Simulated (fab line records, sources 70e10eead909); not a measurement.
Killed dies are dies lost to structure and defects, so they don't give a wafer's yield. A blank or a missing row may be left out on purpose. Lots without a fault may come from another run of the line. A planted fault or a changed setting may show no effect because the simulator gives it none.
Which tool did it? | flow nand_harc | 11 lots, 33 wafers sampled, at 4 steps of a route of 1159

WHAT THE GAUGES READ, wafer by wafer
NHARC_P_GATE_CD_MEAS_59: target cd 720 nm.
lot  | measured     | on        | cd_nm (nm)
L468 | day 5 23:53  | cd_sem-01 | 718.8 719.8 718.8
L471 | day 6 23:48  | cd_sem-01 | 718.9 717.9 718.5
L473 | day 7 01:17  | cd_sem-02 | 721.1 720.2 720.1
L472 | day 7 02:07  | cd_sem-02 | 720.3 720.6 720.6
L474 | day 7 14:13  | cd_sem-03 | 717.8 718.9 717.3
L476 | day 8 14:54  | cd_sem-03 | - - -
L479 | day 8 15:52  | cd_sem-02 | 718.4 719.1 719.6
L482 | day 9 13:55  | cd_sem-02 | 718.3 720.8 720.8
L483 | day 9 20:25  | cd_sem-01 | 722.6 721.5 720.5
L485 | day 10 06:23 | cd_sem-02 | 719.8 719.3 721.0
L488 | day 11 10:29 | cd_sem-03 | 718.9 719.9 718.9

WHICH TOOL RAN EACH LOT (tool, then ch and the chambers of the sampled wafers, then the start)
lot  | NHARC_P_GATE_ETCH_104              | NHARC_P_GATE_HM_OPEN_105                      | NHARC_P_GATE_EXPOSE_56
L468 | rie_diel-04 ch 0,1, day 5 10:14    | rie_diel-04 ch 1,2, day 5 23:44 or earlier    | krf_scanner-04 ch 0, day 5 23:44
L471 | rie_diel-04 ch 0,2,3, day 6 10:18  | rie_diel-04 ch 0,1,3, day 6 23:38 or earlier  | krf_scanner-02 ch 0, day 6 23:38
L473 | rie_diel-04 ch 0,1,3, day 6 11:56  | rie_diel-04 ch 0,1,3, day 7 01:07 or earlier  | krf_scanner-02 ch 0, day 7 01:07
L472 | rie_diel-11 ch 0,1,3, day 6 12:39  | rie_diel-11 ch 0,2,3, day 7 01:57 or earlier  | krf_scanner-02 ch 0, day 7 01:57
L474 | rie_diel-04 ch 0,1, day 7 00:39    | rie_diel-04 ch 0,1, day 7 14:03 or earlier    | krf_scanner-02 ch 0, day 7 14:03
L476 | rie_diel-04 ch 1,2, day 8 01:09    | rie_diel-04 ch 0,2,3, day 8 14:45 or earlier  | krf_scanner-04 ch 0, day 8 14:45
L479 | rie_diel-13 ch 0,1,2, day 8 02:05  | rie_diel-13 ch 0,1,3, day 8 15:43 or earlier  | krf_scanner-02 ch 0, day 8 15:43
L482 | rie_diel-13 ch 0,1,3, day 9 00:43  | rie_diel-13 ch 0,1,2, day 9 13:46 or earlier  | krf_scanner-02 ch 0, day 9 13:46
L483 | rie_diel-13 ch 0,1,3, day 9 06:06  | rie_diel-13 ch 1,2,3, day 9 20:16 or earlier  | krf_scanner-04 ch 0, day 9 20:16
L485 | rie_diel-04 ch 0,1,3, day 9 15:25  | rie_diel-04 ch 1,2, day 10 06:13 or earlier   | krf_scanner-04 ch 0, day 10 06:13
L488 | rie_diel-11 ch 0,2,3, day 10 21:01 | rie_diel-11 ch 0,1,3, day 11 10:20 or earlier | krf_scanner-04 ch 0, day 11 10:20
- NHARC_P_GATE_ETCH_104: etches the open film in CF4/CHF3, target depth 60 nm.
- NHARC_P_GATE_HM_OPEN_105: chemistry O2/COS, target depth 360 nm.
- NHARC_P_GATE_EXPOSE_56: exposes mask P PSD, target cd 720 nm.

THE ANSWER, worked out from the rows above alone
Rule: what is usual is taken from the lots themselves. Put in order of their means at a reading, lots are off if they are a third of the lots or fewer, leave a main group of 4 or more, and stand apart from it by a gap of 3 or more times the standard deviation of the main group's means; of several such gaps the widest counts. A main group whose means are all the same, to the digits that the tables above print for the reading, isn't used. A lot without any number at a reading at which 4 lots or more have one is off too. The other lots that the step has rows for count as sound.
Off: L476, at NHARC_P_GATE_CD_MEAS_59 (cd_nm). Without a number there: L476. The main group: mean 719.6 nm, standard deviation 1.
A tool fits if, at a process step before that reading, it ran every lot that is off, and no sound lot after the first of them. The gauges at NHARC_P_GATE_CD_MEAS_59 are tried like those tools. NHARC_P_GATE_HM_OPEN_105 gives no start for some lots, so the hours and the order of its lots are those of NHARC_P_GATE_EXPOSE_56. None of those tried fits.

WHAT THE SIMULATOR HAD PUT IN
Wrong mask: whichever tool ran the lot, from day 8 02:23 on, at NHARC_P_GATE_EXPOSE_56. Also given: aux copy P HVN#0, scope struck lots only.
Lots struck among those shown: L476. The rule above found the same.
